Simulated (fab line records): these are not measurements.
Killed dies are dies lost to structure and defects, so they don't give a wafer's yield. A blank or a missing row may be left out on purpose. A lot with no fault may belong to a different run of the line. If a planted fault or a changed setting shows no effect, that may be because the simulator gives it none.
fab line records	flow n5Finfet
record: lots: 10	wafers: 29	lastDay: 17
route steps=1938 shown BEOL_M3@990 BEOL_M4@1111 PASSIVATION@1936
lots that met no fault: taken from a fault-free run of the same line
startH: start of the lot's first displayed wafer, in hours after the record's first day	waitH: time in hours since the lot's previous step	" identical to the entry in the row above	L1.1+2: several wafers, shown together as one row	- value missing, or start not given	* or withheld: withheld	< > ~ a bound
route shown NAME@n: a module of which the file shows steps, and the number in the route of the first	usual: mean and standard deviation over wafers with no fault	same: alike in all rows	chamber/n: place in a boat	sites: per-site readings	_std_site: standard deviation across them	_edge_site: outer sites' mean less inner sites'	radiusMm: for every site, how far away it sits from the centre of the wafer	mask NAME#n: copy n	behind: the tool/chamber that last shaped the wafer	hold: what put the lot on hold/how long, in hours/how the hold closed	device: the n, p or np transistor that did not switch	end of line: tests of these same wafers at the route's end	a step given without rows: its recipe and nothing more	killed: dies that structure and defects cost at the first sort, which is not the same as the wafer's yield	map: per-die view of a wafer (x killed, . not killed, _ where there is no die)
set.NAME: the run value of the setting; set.NAME@STEP: its run value at that earlier step	model.NAME: the simulator's own value behind a step, which no gauge read
route steps across a sampled set of lots; one table per step, one row per wafer
services: a tool's chamber out of use, with start hour (startH, from the record's first day; less than 0 if before it), hours out, and reason
== steps ==
step: N5_BEOL_M3_PRE_CLEAN_45
recipe: gas: H2/He	timeS: 30	tempC: 250
usual: heaterPowerW: 319/25
lot.wafer	tool	chamber	startH	waitH	heaterPowerW
L114.3	pvdSputter-01	-	150.62	0.0	334
L114.4	"	-	"	"	302
L114.6	"	-	"	"	331
L115.3	pvdSputter-03	-	164.95	0.0	374
L115.4	"	-	"	"	349
L115.6	"	-	"	"	363
L117.1	pvdSputter-01	-	179.48	0.0	326
L117.3	"	-	"	"	336
L117.6	"	-	"	"	326
L119.1	pvdSputter-02	-	182.61	0.0	322
L119.2	"	-	"	"	288
L119.4	"	-	"	"	292
L121.1	pvdSputter-01	-	195.76	0.0	328
L121.2	"	-	"	"	344
L121.3	"	-	"	"	296
L122.3	pvdSputter-02	-	205.63	0.0	313
L122.4	"	-	"	"	325
L131.1	pvdSputter-02	-	260.79	0.0	329
L131.3	"	-	"	"	286
L131.4	"	-	"	"	314
L132.2	pvdSputter-02	-	264.18	0.0	288
L132.4	"	-	"	"	323
L132.5	"	-	"	"	293
L133.1	pvdSputter-02	-	269.95	0.0	326
L133.2	"	-	"	"	311
L133.3	"	-	"	"	288
L136.1	pvdSputter-01	-	282.97	0.0	344
L136.3	"	-	"	"	301
L136.5	"	-	"	"	303
step: N5_BEOL_M3_ALD_84
recipe: material: TaN	targetThkA: *	tempC: 275	aldPrecursorFamily: PDMAT	aldCoReactant: NH3	pressureTorr: 3	carrierFlowSccm: 1500	pulseTimeS: 2	purgeTimeS: 3	coReactantPurgeTimeS: 2	coReactantPulseTimeS: 3	aldCycles: 30	precursorVesselTempC: 75	precursorVesselPressureTorr: 26.25	precursorVesselCarrierSccm: 1000
usual: aldCycles: 30/0	chamberPressureTorr: 2.999/0.0066	heaterPowerW: 428/47
lot.wafer	tool	chamber	startH	waitH	aldCycles	chamberPressureTorr	heaterPowerW
L114.3	aldMetal-03	2	150.70	0.1	30	2.994	437
L114.4	"	0	"	"	30	2.999	375
L114.6	"	2	"	"	30	2.981	418
L115.3	aldMetal-02	0	165.03	0.1	30	2.990	552
L115.4	"	1	"	"	30	2.995	449
L115.6	"	1	"	"	30	2.992	438
L117.1	aldMetal-03	0	179.55	0.0	30	3.000	385
L117.3	"	3	"	"	30	2.994	414
L117.6	"	3	"	"	30	2.988	427
L119.1	aldMetal-02	2	182.67	0.0	30	3.008	402
L119.2	"	1	"	"	30	2.999	438
L119.4	"	0	"	"	30	2.998	568
L121.1	aldMetal-04	0	195.82	0.0	30	2.991	419
L121.2	"	2	"	"	30	2.995	424
L121.3	"	1	"	"	30	3.007	408
L122.3	aldMetal-02	1	205.69	0.0	30	3.006	444
L122.4	"	3	"	"	30	2.997	375
L131.1	aldMetal-02	3	260.85	0.0	-	-	-
L131.3	"	2	"	"	-	-	-
L131.4	"	1	"	"	-	-	-
L132.2	aldMetal-03	2	264.24	0.0	-	-	-
L132.4	"	3	"	"	-	-	-
L132.5	"	0	"	"	-	-	-
L133.1	aldMetal-03	0	270.11	0.1	-	-	-
L133.2	"	1	"	"	-	-	-
L133.3	"	2	"	"	-	-	-
L136.1	aldMetal-04	0	283.03	0.0	30	3.001	418
L136.3	"	3	"	"	30	2.998	469
L136.5	"	2	"	"	30	2.999	417
step: N5_BEOL_M3_ANNEAL_80
recipe: tempC: 400	timeS: 240	ambient: vacuum
usual: heaterPowerW: 802/52
lot.wafer	tool	chamber	startH	waitH	heaterPowerW
L114.3	pvdSputter-03	-	151.54	0.0	728
L114.4	"	-	"	"	809
L114.6	"	-	"	"	708
L115.3	pvdSputter-02	-	165.80	0.0	795
L115.4	"	-	"	"	730
L115.6	"	-	"	"	834
L117.1	pvdSputter-01	-	181.85	0.0	830
L117.3	"	-	"	"	801
L117.6	"	-	"	"	815
L119.1	pvdSputter-03	-	183.65	0.0	831
L119.2	"	-	"	"	739
L119.4	"	-	"	"	927
L121.1	pvdSputter-02	-	196.73	0.0	729
L121.2	"	-	"	"	807
L121.3	"	-	"	"	717
L122.3	pvdSputter-01	-	207.87	0.0	802
L122.4	"	-	"	"	822
L131.1	pvdSputter-01	-	261.71	0.0	816
L131.3	"	-	"	"	826
L131.4	"	-	"	"	803
L132.2	pvdSputter-03	-	265.54	0.0	784
L132.4	"	-	"	"	706
L132.5	"	-	"	"	907
L133.1	pvdSputter-01	-	271.62	0.0	836
L133.2	"	-	"	"	744
L133.3	"	-	"	"	837
L136.1	pvdSputter-03	-	283.85	0.0	850
L136.3	"	-	"	"	799
L136.5	"	-	"	"	800
step: N5_BEOL_M3_SPUTTER_86
recipe: material: Cu	targetThkA: 45	tempC: -20	chamberPressurePa: 0.07	powerW: withheld	timeS: 8.29
usual: chuckGasFlowSccm: 1.26/0.062	throttleValvePct: 30.0/1.1
lot.wafer	tool	chamber	startH	waitH	chuckGasFlowSccm	throttleValvePct
L114.3	pvdSputter-03	-	151.90	0.1	1.32	29.9
L114.4	"	-	"	"	1.25	30.2
L114.6	"	-	"	"	1.30	30.0
L115.3	pvdSputter-02	-	166.16	0.1	1.16	28.7
L115.4	"	-	"	"	1.21	30.2
L115.6	"	-	"	"	1.24	28.7
L117.1	pvdSputter-01	-	182.21	0.1	1.19	30.7
L117.3	"	-	"	"	1.40	31.1
L117.6	"	-	"	"	1.28	30.5
L119.1	pvdSputter-03	-	184.01	0.1	1.22	29.9
L119.2	"	-	"	"	1.26	30.1
L119.4	"	-	"	"	1.25	30.4
L121.1	pvdSputter-02	-	197.09	0.1	1.20	30.1
L121.2	"	-	"	"	1.29	29.0
L121.3	"	-	"	"	1.36	26.9
L122.3	pvdSputter-01	-	208.23	0.1	1.23	31.2
L122.4	"	-	"	"	1.22	29.5
L131.1	pvdSputter-01	-	262.07	0.1	1.17	30.7
L131.3	"	-	"	"	1.12	29.3
L131.4	"	-	"	"	1.35	31.2
L132.2	pvdSputter-03	-	265.90	0.1	1.27	29.9
L132.4	"	-	"	"	1.40	29.8
L132.5	"	-	"	"	1.31	30.4
L133.1	pvdSputter-01	-	271.98	0.1	1.23	30.8
L133.2	"	-	"	"	1.24	29.3
L133.3	"	-	"	"	1.24	29.4
L136.1	pvdSputter-03	-	284.21	0.1	1.22	31.9
L136.3	"	-	"	"	1.28	30.1
L136.5	"	-	"	"	1.22	29.9
step: N5_BEOL_M3_CMP_52
recipe: stopOn: SiOC	tOverpolishS: 6.8	downForcePsi: 1	platenRpm: 50	clearingPlatenDownForcePsi: 1.5	clearingPlatenRpm: 50	postCmpClean: cuAlkaline	targetThkNm: 40	clearingPlatenPadVelocityMS: 0.99484	padVelocityMS: 0.99484
usual: barrierFieldEndpointS: 24.5/0.61	motorCurrentA: 6.1/0.47
lot.wafer	tool	chamber	startH	waitH	barrierFieldEndpointS	motorCurrentA
L114.4	cmp-04	0	153.54	0.2	25.0	6.9
L114.3	"	2	"	"	24.6	5.5
L114.6	"	3	"	"	24.1	7.1
L115.4	cmp-04	2	167.76	0.1	24.4	6.0
L115.3	"	3	"	"	24.1	6.7
L115.6	"	2	"	"	24.6	6.2
L117.1	cmp-04	0	184.45	0.6	24.5	7.1
L117.3	"	1	"	"	24.4	5.4
L117.6	"	3	"	"	23.9	6.8
L119.2	cmp-04	3	185.73	0.3	23.7	6.8
L119.4	"	0	"	"	25.0	7.0
L119.1	"	1	"	"	24.6	5.4
L121.2	cmp-01	1	198.71	0.2	24.5	6.0
L121.3	"	2	"	"	23.7	6.0
L121.1	"	3	"	"	23.8	5.9
L122.4	cmp-04	0	209.89	0.2	25.5	7.2
L122.3	"	1	"	"	25.0	5.2
L131.4	cmp-01	2	263.66	0.1	22.9	6.0
L131.1	"	0	"	"	23.7	6.0
L131.3	"	1	"	"	22.6	6.3
L132.2	cmp-02	2	267.50	0.2	22.5	6.0
L132.4	"	0	"	"	22.2	6.4
L132.5	"	2	"	"	23.7	6.3
L133.2	cmp-02	2	273.73	0.2	22.3	6.6
L133.1	"	3	"	"	22.2	5.8
L133.3	"	0	"	"	22.3	6.3
L136.1	cmp-02	1	285.80	0.3	25.6	6.3
L136.3	"	0	"	"	24.5	6.3
L136.5	"	2	"	"	25.4	6.3
step: N5_BEOL_M4_RC_MEAS_101
usual: DIBL_N: 35.9/1.6	DIBL_P: 35.6/2.1	IOFF_N: 0.149/0.029	IOFF_P: 0.20/0.033	ION_N: 671/11	ION_P: 460/7.3	SS_N: 71.4/0.62	SS_P: 73.2/0.65	VT_N: 251/3.1	VT_P: -251/3.4
lot.wafer	tool	chamber	startH	waitH	DIBL_N[mV/V]	DIBL_P[mV/V]	IOFF_N[nA/um]	IOFF_P[nA/um]	ION_N[uA/um]	ION_P[uA/um]	SS_N[mV/dec]	SS_P[mV/dec]	VT_N[mV]	VT_P[mV]
L114.3	prober-01	0	166.34	0.3	36.1	35.7	0.154	0.20	668	459	71.1	73.1	253	-249
L114.4	"	0	"	"	36.0	36.3	0.150	0.22	666	460	71.1	73.1	252	-248
L114.6	"	0	"	"	34.9	33.9	0.130	0.18	672	459	70.7	73.0	253	-252
L115.3	prober-01	0	180.00	0.3	34.8	36.8	0.153	0.19	687	462	71.7	73.5	252	-255
L115.4	"	0	"	"	35.9	38.6	0.169	0.20	676	455	72.1	73.4	252	-253
L115.6	"	0	"	"	33.8	35.6	0.124	0.17	654	454	71.4	72.9	260	-256
L117.1	prober-02	0	192.97	0.0	34.9	35.5	0.133	0.19	665	451	71.9	72.9	252	-251
L117.3	"	0	"	"	32.3	33.0	0.114	0.16	669	456	70.5	73.0	254	-253
L117.6	"	0	"	"	33.7	34.1	0.122	0.18	667	464	70.7	72.4	252	-254
L119.1	prober-02	0	196.43	0.0	36.4	36.1	0.144	0.17	659	444	72.3	72.7	252	-258
L119.2	"	0	"	"	35.6	37.0	0.144	0.18	665	452	71.3	72.4	250	-254
L119.4	"	0	"	"	36.7	38.0	0.158	0.20	668	459	71.3	73.1	251	-252
L121.1	prober-01	0	209.04	0.0	36.0	38.9	0.162	0.24	676	477	70.3	73.6	250	-247
L121.2	"	0	"	"	36.4	37.9	0.158	0.22	681	468	71.3	73.6	248	-248
L121.3	"	0	"	"	36.3	38.7	0.175	0.24	704	480	71.8	73.8	248	-245
L122.3	prober-01	0	222.92	0.3	32.7	32.2	0.106	0.16	651	456	70.9	72.7	256	-254
L122.4	"	0	"	"	35.6	35.6	0.159	0.21	677	472	70.7	73.2	247	-247
L136.1	prober-02	0	303.75	0.0	34.6	34.7	0.133	0.19	665	458	71.8	72.8	251	-251
L136.3	"	0	"	"	34.9	33.6	0.135	0.16	679	461	71.3	72.4	252	-253
L136.5	"	0	"	"	35.7	34.8	0.154	0.19	681	459	71.5	73.6	250	-249
step: N5_PASSIVATION_PROBE_49
usual: defectLimitedYield: 90.9/1.5	killed_at_M0_to_M3: 36/9.9	killed_at_M4_up: 13/4.5	killedAtContacts: 13/6.4	killedAtFrontEnd: 42/12	killedAtOther: 3.4/3	killedDies: 107/18	killedOnRim: 14/4.3	killedOpen: 69/13	killedShort: 35/8.2	sort_bin_4_leakage: 0/0	sort_bin_5_function: 5.3/1.1	sort_bin_6_memory: 3.4/0.69	sortNPass: 1073/18	sortYieldPct: 90.9/1.5
same: grossDies: 1180	killedAtBackSide: 0	sort_bin_8_speed[%]: 0
lot.wafer	tool	chamber	startH	waitH	defectLimitedYield[%]	killed_at_M0_to_M3	killed_at_M4_up	killedAtContacts	killedAtFrontEnd	killedAtOther	killedDies	killedOnRim	killedOpen	killedShort	sort_bin_4_leakage[%]	sort_bin_5_function[%]	sort_bin_6_memory[%]	sortNPass	sortYieldPct[%]
L114.3	prober-01	-	258.70	0.1	92.0	44	7	9	31	3	94	9	58	34	0	4.6	3.1	1086	92.0
L114.4	prober-01	-	258.75	0.2	89.8	48	9	24	37	2	120	15	79	39	0	5.8	3.9	1060	89.8
L114.6	prober-01	-	258.85	0.3	91.2	38	19	12	33	2	104	8	67	37	0	4.8	3.5	1076	91.2
L115.3	prober-01	-	275.61	0.1	89.8	50	13	6	46	5	120	12	67	52	0	6.4	3.4	1060	89.8
L115.4	prober-01	-	275.66	0.2	90.4	34	12	15	41	11	113	9	63	50	0	5.9	3.3	1067	90.4
L115.6	prober-01	-	275.76	0.3	89.2	46	13	12	53	3	127	7	66	53	0	4.6	5.1	1053	89.2
L117.1	prober-02	-	294.79	0.0	92.0	43	5	4	40	2	94	12	54	38	0	5.0	2.6	1086	92.0
L117.3	prober-02	-	294.89	0.1	91.9	38	5	7	43	2	95	14	56	39	0	4.6	3.4	1085	91.9
L117.6	prober-02	-	295.04	0.3	93.0	28	8	9	37	1	83	11	48	35	0	4.4	2.6	1097	93.0
L119.1	prober-02	-	305.99	0.0	91.4	31	15	16	39	0	101	9	74	27	0	4.9	3.5	1079	91.4
L119.2	prober-02	-	306.04	0.1	91.2	23	15	21	43	2	104	12	68	32	0	4.6	3.8	1076	91.2
L119.4	prober-02	-	306.14	0.2	90.7	26	13	15	52	4	110	17	65	43	0	5.5	3.6	1070	90.7
L121.1	prober-01	-	306.36	0.0	92.5	41	7	7	25	8	88	13	51	37	0	5.2	1.7	1092	92.5
L121.2	prober-01	-	306.41	0.1	93.0	40	11	6	19	7	83	7	51	32	0	4.5	2.2	1097	93.0
L121.3	prober-01	-	306.46	0.1	88.8	51	13	15	51	2	132	20	82	50	0	6.9	3.6	1048	88.8
L122.3	prober-01	-	317.85	0.1	92.0	30	8	9	40	7	94	9	69	25	0	4.7	3.0	1086	92.0
L122.4	prober-01	-	317.90	0.2	89.7	28	11	7	69	7	122	12	74	48	0	5.8	4.2	1058	89.7
L131.1	prober-01	-	376.51	1.1	0	1132	13	9	25	1	1180	152	65	23	92.46	4.2	3.2	0	0
L131.3	prober-01	-	376.61	1.2	0	1101	7	17	53	2	1180	152	64	57	89.58	6.0	4.0	0	0
L131.4	prober-01	-	376.66	1.2	0	1108	11	6	53	2	1180	152	65	35	91.02	5.6	3.4	0	0
L132.2	prober-01	-	376.86	0.8	0	1106	10	14	47	3	1180	152	73	28	91.10	4.8	3.8	0	0
L132.4	prober-01	-	376.96	0.9	0	1103	14	6	53	4	1180	152	65	40	91.02	4.7	3.6	0	0
L132.5	prober-01	-	377.01	1.0	0	1075	14	18	72	1	1180	152	96	40	88.39	7.2	3.9	0	0
L133.1	prober-02	-	386.71	0.0	0	1111	10	17	24	18	1180	152	60	42	91.19	5.5	2.8	0	0
L133.2	prober-02	-	386.76	0.1	0	1120	9	17	23	11	1180	152	55	32	92.63	4.5	2.4	0	0
L133.3	prober-02	-	386.81	0.1	0	1118	17	3	28	14	1180	152	67	25	92.20	4.1	3.2	0	0
L136.1	prober-02	-	407.23	0.0	89.2	38	12	23	47	7	127	10	84	40	0	6.9	3.7	1053	89.2
L136.3	prober-02	-	407.33	0.1	89.5	44	11	19	47	3	124	15	88	31	0	5.9	4.3	1056	89.5
L136.5	prober-02	-	407.43	0.2	91.3	36	19	13	34	1	103	15	71	28	0	4.8	3.8	1077	91.3
killed by level:class
L114.3 BEOL_M0_SAQP:geometricParticle:short=12 BEOL_M0_SAQP:geometricParticle:open=11 MOL_CONTACT_COAG:geometricParticle:open=9 FIN_SAQP:geometricParticle:short=8 FIN_SAQP:geometricParticle:open=8 BEOL_M1:geometricParticle:open=7 BEOL_M2:geometricParticle:open=5 STI_FIN_REVEAL:geometricParticle:open=4
L114.4 MOL_CONTACT_COAG:geometricParticle:open=19 BEOL_M0_SAQP:geometricParticle:short=16 BEOL_M0_SAQP:geometricParticle:open=14 STI_FIN_REVEAL:geometricParticle:open=9 FIN_SAQP:geometricParticle:open=7 BEOL_M2:geometricParticle:open=7 STARTING-WAFER:geometricParticle:short=6 FIN_SAQP:geometricParticle:short=5
L114.6 BEOL_M0_SAQP:geometricParticle:short=15 MOL_CONTACT_COAG:geometricParticle:open=10 BEOL_M0_SAQP:geometricParticle:open=9 FIN_SAQP:geometricParticle:short=8 FIN_SAQP:geometricParticle:open=7 STI_FIN_REVEAL:geometricParticle:open=6 BEOL_M1:geometricParticle:open=6 BEOL_M4:geometricParticle:open=4
L115.3 BEOL_M0_SAQP:geometricParticle:short=17 FIN_SAQP:geometricParticle:short=12 BEOL_M0_SAQP:geometricParticle:open=12 BEOL_M2:geometricParticle:open=9 FIN_SAQP:geometricParticle:open=8 DUMMY_GATE:geometricParticle:open=5 MOL_CONTACT_COAG:geometricParticle:open=5 ILD0:geometricParticle:short=4
L115.4 MOL_CONTACT_COAG:geometricParticle:open=12 BEOL_M0_SAQP:geometricParticle:open=9 BEOL_M0_SAQP:geometricParticle:short=8 FIN_SAQP:geometricParticle:short=7 FIN_SAQP:geometricParticle:open=6 BEOL_M4:geometricParticle:open=6 STI_FIN_REVEAL:geometricParticle:open=5 GATE_CUT:geometricParticle:short=5
L115.6 BEOL_M0_SAQP:geometricParticle:open=14 BEOL_M0_SAQP:geometricParticle:short=12 FIN_SAQP:geometricParticle:short=10 MOL_CONTACT_COAG:geometricParticle:open=10 FIN_SAQP:geometricParticle:open=9 HKMG_FIN:areaEtch=8 GATE_CUT:geometricParticle:short=6 BEOL_M4:geometricParticle:short=5
L117.1 BEOL_M0_SAQP:geometricParticle:short=12 BEOL_M0_SAQP:geometricParticle:open=9 STI_FIN_REVEAL:geometricParticle:open=8 BEOL_M2:geometricParticle:open=8 FIN_SAQP:geometricParticle:short=7 DUMMY_GATE:geometricParticle:open=6 BEOL_M3:geometricParticle:open=5 FIN_SAQP:geometricParticle:open=3
L117.3 BEOL_M0_SAQP:geometricParticle:short=13 BEOL_M0_SAQP:geometricParticle:open=12 MOL_CONTACT_COAG:geometricParticle:open=7 BEOL_M3:geometricParticle:open=7 FIN_SAQP:geometricParticle:open=6 FIN_SAQP:geometricParticle:short=6 STI_FIN_REVEAL:geometricParticle:open=6 DUMMY_GATE:geometricParticle:short=5
L117.6 BEOL_M0_SAQP:geometricParticle:short=12 BEOL_M0_SAQP:geometricParticle:open=8 FIN_SAQP:geometricParticle:open=7 STI_FIN_REVEAL:geometricParticle:open=7 MOL_CONTACT_COAG:geometricParticle:open=7 FIN_SAQP:geometricParticle:short=6 BEOL_M3:geometricParticle:open=5 STARTING-WAFER:geometricParticle:short=4
L119.1 MOL_CONTACT_COAG:geometricParticle:open=14 FIN_SAQP:geometricParticle:open=11 STI_FIN_REVEAL:geometricParticle:open=8 BEOL_M0_SAQP:geometricParticle:open=8 BEOL_M0_SAQP:geometricParticle:short=7 FIN_SAQP:geometricParticle:short=6 GATE_CUT:geometricParticle:short=6 BEOL_M3:geometricParticle:open=6
L119.2 MOL_CONTACT_COAG:geometricParticle:open=16 FIN_SAQP:geometricParticle:open=10 FIN_SAQP:geometricParticle:short=9 BEOL_M0_SAQP:geometricParticle:open=8 STI_FIN_REVEAL:geometricParticle:open=6 MOL_CONTACT_COAG:geometricParticle:short=5 BEOL_M4:geometricParticle:open=5 BEOL_M8:geometricParticle:open=5
L119.4 FIN_SAQP:geometricParticle:open=12 FIN_SAQP:geometricParticle:short=11 MOL_CONTACT_COAG:geometricParticle:open=10 GATE_CUT:geometricParticle:short=8 BEOL_M4:geometricParticle:open=7 GATE_CUT:geometricParticle:open=6 BEOL_M0_SAQP:geometricParticle:short=6 BEOL_M0_SAQP:geometricParticle:open=6
L121.1 BEOL_M0_SAQP:geometricParticle:open=19 BEOL_M0_SAQP:geometricParticle:short=9 MOL_CONTACT_COAG:geometricParticle:open=6 FIN_SAQP:geometricParticle:open=4 FIN_SAQP:geometricParticle:short=4 BEOL_M0:geometricParticle:short=4 ILD0:geometricParticle:short=4 GATE_CUT:geometricParticle:short=3
L121.2 BEOL_M0_SAQP:geometricParticle:open=11 BEOL_M2:geometricParticle:open=11 BEOL_M0_SAQP:geometricParticle:short=9 BEOL_M4:geometricParticle:open=6 GATE_CUT:geometricParticle:short=5 BEOL_M0:geometricParticle:short=5 DUMMY_GATE:geometricParticle:open=4 MOL_CONTACT_COAG:geometricParticle:open=4
L121.3 STI_FIN_REVEAL:geometricParticle:open=16 BEOL_M0_SAQP:geometricParticle:open=16 BEOL_M0_SAQP:geometricParticle:short=14 MOL_CONTACT_COAG:geometricParticle:open=11 STI_FIN_REVEAL:geometricParticle:short=9 BEOL_M2:geometricParticle:open=7 BEOL_M2:geometricParticle:short=5 BEOL_M4:geometricParticle:open=5
L122.3 FIN_SAQP:geometricParticle:short=12 BEOL_M2:geometricParticle:open=11 BEOL_M3:geometricParticle:open=10 MOL_CONTACT_COAG:geometricParticle:open=7 FIN_SAQP:geometricParticle:open=6 STI_FIN_REVEAL:geometricParticle:open=6 ILD0:geometricParticle:open=5 BEOL_M0_SAQP:geometricParticle:open=4
L122.4 FIN_SAQP:geometricParticle:short=20 FIN_SAQP:geometricParticle:open=13 STI_FIN_REVEAL:geometricParticle:open=11 BEOL_M1:geometricParticle:open=7 GATE_CUT:geometricParticle:short=6 STARTING-WAFER:geometricParticle:short=5 BEOL_M0_SAQP:geometricParticle:open=5 MOL_CONTACT_COAG:geometricParticle:open=5
L131.1 BEOL_M3:areaAld=1067 M3:areaAld=24 BEOL_M0_SAQP:geometricParticle:open=11 BEOL_M1:geometricParticle:open=9 MOL_CONTACT_COAG:geometricParticle:open=8 BEOL_M4:geometricParticle:open=7 GATE_CUT:geometricParticle:open=6 BEOL_M2:geometricParticle:open=6
L131.3 BEOL_M3:areaAld=1029 M3:areaAld=28 FIN_SAQP:geometricParticle:short=18 BEOL_M1:geometricParticle:open=14 MOL_CONTACT_COAG:geometricParticle:short=11 BEOL_M0_SAQP:geometricParticle:open=10 GATE_CUT:geometricParticle:short=7 MOL_CONTACT_COAG:geometricParticle:open=6
L131.4 BEOL_M3:areaAld=1058 M3:areaAld=16 STI_FIN_REVEAL:geometricParticle:open=12 FIN_SAQP:geometricParticle:open=9 BEOL_M2:geometricParticle:open=9 BEOL_M1:geometricParticle:open=7 FIN_SAQP:geometricParticle:short=6 STI_FIN_REVEAL:geometricParticle:short=5
L132.2 BEOL_M3:areaAld=1057 M3:areaAld=18 BEOL_M1:geometricParticle:open=15 FIN_SAQP:geometricParticle:open=14 MOL_CONTACT_COAG:geometricParticle:open=11 FIN_SAQP:geometricParticle:short=8 STI_FIN_REVEAL:geometricParticle:open=8 GATE_CUT:geometricParticle:short=6
L132.4 BEOL_M3:areaAld=1053 M3:areaAld=21 FIN_SAQP:geometricParticle:short=13 FIN_SAQP:geometricParticle:open=9 STI_FIN_REVEAL:geometricParticle:open=9 BEOL_M4:geometricParticle:open=9 BEOL_M1:geometricParticle:open=7 GATE_CUT:geometricParticle:short=6
L132.5 BEOL_M3:areaAld=1024 STI_FIN_REVEAL:geometricParticle:open=24 M3:areaAld=19 FIN_SAQP:geometricParticle:short=14 FIN_SAQP:geometricParticle:open=13 MOL_CONTACT_COAG:geometricParticle:open=13 BEOL_M1:geometricParticle:open=9 GATE_CUT:geometricParticle:open=7
L133.1 BEOL_M3:areaAld=1051 M3:areaAld=25 MOL_CONTACT_COAG:geometricParticle:open=14 BEOL_M0_SAQP:geometricParticle:open=13 BEOL_M0_SAQP:geometricParticle:short=13 PAD_METAL:geometricParticle:short=6 MIM_TOP:geometricParticle:short=5 PAD_METAL:geometricParticle:open=4
L133.2 BEOL_M3:areaAld=1075 M3:areaAld=18 MOL_CONTACT_COAG:geometricParticle:open=16 BEOL_M0_SAQP:geometricParticle:open=7 BEOL_M2:geometricParticle:open=7 FIN_SAQP:geometricParticle:short=5 BEOL_M0_SAQP:geometricParticle:short=5 STI_FIN_REVEAL:geometricParticle:open=4
L133.3 BEOL_M3:areaAld=1067 M3:areaAld=21 FIN_SAQP:geometricParticle:open=11 BEOL_M0_SAQP:geometricParticle:open=7 BEOL_M2:geometricParticle:open=7 BEOL_M1:geometricParticle:open=6 BEOL_M0_SAQP:geometricParticle:short=4 BEOL_M4:geometricParticle:open=4
L136.1 MOL_CONTACT_COAG:geometricParticle:open=18 FIN_SAQP:geometricParticle:open=14 BEOL_M3:geometricParticle:open=13 FIN_SAQP:geometricParticle:short=12 STI_FIN_REVEAL:geometricParticle:open=6 BEOL_M0_SAQP:geometricParticle:short=6 BEOL_M1:geometricParticle:open=6 DUMMY_GATE:geometricParticle:open=5
L136.3 MOL_CONTACT_COAG:geometricParticle:open=16 STI_FIN_REVEAL:geometricParticle:open=12 BEOL_M0_SAQP:geometricParticle:open=9 BEOL_M0:geometricParticle:open=9 BEOL_M3:geometricParticle:open=8 FIN_SAQP:geometricParticle:open=7 FIN_SAQP:geometricParticle:short=7 DUMMY_GATE:geometricParticle:open=6
L136.5 BEOL_M1:geometricParticle:open=12 STI_FIN_REVEAL:geometricParticle:open=10 MOL_CONTACT_COAG:geometricParticle:open=10 BEOL_M4:geometricParticle:open=8 BEOL_M0_SAQP:geometricParticle:open=6 BEOL_M3:geometricParticle:open=5 BEOL_M2:geometricParticle:open=5 STI_FIN_REVEAL:geometricParticle:short=4
== services ==
tool	chamber	startH	hours	kind
aldMetal-02	3	137.13	1.5	repair
cmp-02	-	148.75	66.2	repair
aldMetal-04	-	156.82	2.9	repair
aldMetal-02	3	177.12	19.9	repair
cmp-01	-	182.65	5.5	pm
cmp-04	-	192.23	4.0	pm
cmp-04	-	196.23	-	consumableReplace:conditioner
cmp-04	-	196.23	-	consumableReplace:pad
aldMetal-04	-	223.20	0.6	repair
cmp-04	-	223.82	2.0	repair
aldMetal-03	0	231.60	2.0	repair
cmp-01	-	245.17	0.8	repair
cmp-04	-	254.89	5.3	pm
cmp-01	-	278.41	0.9	repair
aldMetal-04	1	284.38	6.7	repair
== key ==
firstSign: step: N5_BEOL_M3_ALD_84	reading: toolRecord	direction: missing
effect: step: N5_BEOL_M3_CMP_52	reading: barrierFieldEndpointS	direction: down	sigmas: 3	usual: 24.5	struck: 22.7
effect: step: N5_PASSIVATION_PROBE_49	reading: sort_bin_4_leakage	direction: up	sigmas: 99+	usual: 0	struck: 91.06
moreKillsBornAt: N5_BEOL_M3_ALD_84@aldMetal-03: 6440	N5_BEOL_M3_ALD_84@aldMetal-02: 3209
metAt N5_BEOL_M3_ALD_84
struckLots L131,L132,L133
laterRowsLeftOut L131.1,L131.3,L131.4,L132.2,L132.4,L132.5,L133.1,L133.2,L133.3
notActingAt N5_BEOL_M3_PRE_CLEAN_45,N5_BEOL_M3_ANNEAL_80,N5_BEOL_M3_SPUTTER_86
onsetBetween 205.69 260.85
fault: kind: skippedStepWhole	tool: aldMetal-02,aldMetal-03	chamber: -	onsetH: 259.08	steps: N5_BEOL_M3_ALD_84	scope: struckLotsOnly
laterRowsLeftOut: the simulator's readings of these wafers behind a module that went badly wrong aren't trusted and aren't shown, but for the sort
